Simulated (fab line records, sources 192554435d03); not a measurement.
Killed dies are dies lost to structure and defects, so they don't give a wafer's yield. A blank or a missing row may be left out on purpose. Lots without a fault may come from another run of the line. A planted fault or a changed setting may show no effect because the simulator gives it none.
Split-lot experiment | flow n5_finfet | 7 lots, 39 wafers read, on a route of 1938 steps

THE SPLIT
At N5_BEOL_M2_DEP_57 (deposits SiCN from 3MS/NH3, target thk 8 nm, time 14 s), the setting time_s was moved away from the recipe's 14 s on 12 of the 39 wafers read, by -23.4% to +51.4%. The other wafers ran this setting at the recipe's value.

The reading is taken at the split's own step.

THE READING
SiCN_of_BEOL_M2_DEP_57.thk_nm (the simulator's own value, which no gauge read), in nm, at N5_BEOL_M2_DEP_57 (deposits SiCN from 3MS/NH3, target thk 8 nm, time 14 s). The file gives no usual value for it. The 27 wafers here that ran the recipe average 8.2 nm, standard deviation 0.16 nm.

wafer  | tool, chamber at the split | time_s as run, s | against the recipe | SiCN_of_BEOL_M2_DEP_57.thk_nm, nm | against lot-mates on the recipe
L075.1 | pecvd-04, 0                | 14               | recipe             | 8                                 | -
L075.2 | pecvd-04, 1,2              | 14               | recipe             | 8.2                               | -
L075.4 | pecvd-04, 1,2              | 14               | recipe             | 8.2                               | -
L075.3 | pecvd-04, 2,1              | 10.72            | -23.4%             | 6.4                               | -1.7
L075.6 | pecvd-04, 2,1              | 10.72            | -23.4%             | 6.4                               | -1.7
L075.5 | pecvd-04, 0                | 10.72            | -23.4%             | 6                                 | -2.1
L077.1 | pecvd-04, 1                | 14               | recipe             | 8.2                               | -
L077.2 | pecvd-04, 2,0              | 21.19            | +51.4%             | 12.2                              | +3.9
L077.6 | pecvd-04, 2,0              | 21.19            | +51.4%             | 12.2                              | +3.9
L077.3 | pecvd-04, 0                | 14               | recipe             | 8                                 | -
L077.4 | pecvd-04, 2                | 14               | recipe             | 8.6                               | -
L077.5 | pecvd-04, 1                | 21.19            | +51.4%             | 12.4                              | +4.1
L080.1 | pecvd-04, 2,2,1            | 14               | recipe             | 8.4                               | -
L080.4 | pecvd-04, 2,2,1            | 14               | recipe             | 8.4                               | -
L080.6 | pecvd-04, 2,2,1            | 14               | recipe             | 8.4                               | -
L080.2 | pecvd-04, 1,0,0            | 14               | recipe             | 8.2                               | -
L080.3 | pecvd-04, 1,0,0            | 14               | recipe             | 8.2                               | -
L080.5 | pecvd-04, 1,0,0            | 14               | recipe             | 8.2                               | -
L079.1 | pecvd-01, 0,2              | 14               | recipe             | 8                                 | -
L079.3 | pecvd-01, 0,2              | 14               | recipe             | 8                                 | -
L079.4 | pecvd-01, 0                | 14               | recipe             | 8.2                               | -
L087.1 | pecvd-04, 2,1              | 21.17            | +51.2%             | 12.2                              | +3.9
L087.3 | pecvd-04, 2,1              | 21.17            | +51.2%             | 12.2                              | +3.9
L087.2 | pecvd-04, 0,1              | 14               | recipe             | 8.2                               | -
L087.6 | pecvd-04, 0,1              | 14               | recipe             | 8.2                               | -
L087.4 | pecvd-04, 0                | 14               | recipe             | 8.4                               | -
L087.5 | pecvd-04, 2                | 21.17            | +51.2%             | 12.6                              | +4.3
L088.1 | pecvd-01, 0,2,1,2          | 14               | recipe             | 8                                 | -
L088.2 | pecvd-01, 0,2,1,2          | 14               | recipe             | 8                                 | -
L088.3 | pecvd-01, 0,2,1,2          | 14               | recipe             | 8                                 | -
L088.5 | pecvd-01, 0,2,1,2          | 14               | recipe             | 8                                 | -
L088.4 | pecvd-01, 1,0              | 14               | recipe             | 8.2                               | -
L088.6 | pecvd-01, 1,0              | 14               | recipe             | 8.2                               | -
L094.1 | pecvd-04, 1,2              | 19.83            | +41.6%             | 11.6                              | +3.3
L094.2 | pecvd-04, 1,2              | 19.83            | +41.6%             | 11.6                              | +3.3
L094.3 | pecvd-04, 0                | 14               | recipe             | 8.2                               | -
L094.4 | pecvd-04, 2                | 19.83            | +41.6%             | 11.8                              | +3.5
L094.5 | pecvd-04, 0,1              | 14               | recipe             | 8.4                               | -
L094.6 | pecvd-04, 0,1              | 14               | recipe             | 8.4                               | -
Where a row lists several chambers, the file gives one row for several wafers and doesn't say which wafer went through which chamber.

THE FIT
A straight line over all 39 wafers: SiCN_of_BEOL_M2_DEP_57.thk_nm changes by +0.0809 nm for each +1% of time_s; r = +1.00; the points scatter about the line by 0.17 nm.
The same after taking each lot's own level away (the mean of its wafers on the recipe; 39 wafers): +0.0791 nm for each +1%; r = +1.00; scatter 0.14 nm.
On that fit, the largest move of time_s shifts the reading by 4.1 nm.
The lots' own levels span 8.07 to 8.33 nm, that is 1.6 times the standard deviation above.
So the lot-to-lot level changes the slope little: the two slopes agree.
Check: with one of the wafers moved furthest among these (+51.4%) left out of the fit, the line predicts +4.08 nm for it against its lot-mates. It came out at +3.93 nm against them.

OTHER SPLITS ON THESE WAFERS
These wafers also went through other splits before the reading. Each is held against what the fit with the lots' levels taken away leaves over:
other split on the same wafers    | wafers away from the commonest value | r with SiCN_of_BEOL_M2_DEP_57.thk_nm (lot level and that fit taken away)
N5_DUMMY_GATE_ETCH_32 time_s      | 12                                   | -0.22
N5_SDB_ETCH_25 time_s             | 12                                   | +0.10
N5_BEOL_M0_SAQP_ILD_DEP_01 time_s | 15                                   | -0.03
N5_BEOL_M0_CUTY_DESCUM_61 time_s  | 6                                    | -0.15

THE FILE'S OWN FIT
SiCN_of_BEOL_M2_DEP_57.thk_nm changes by +0.079 nm for each +1% of time_s, r = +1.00.
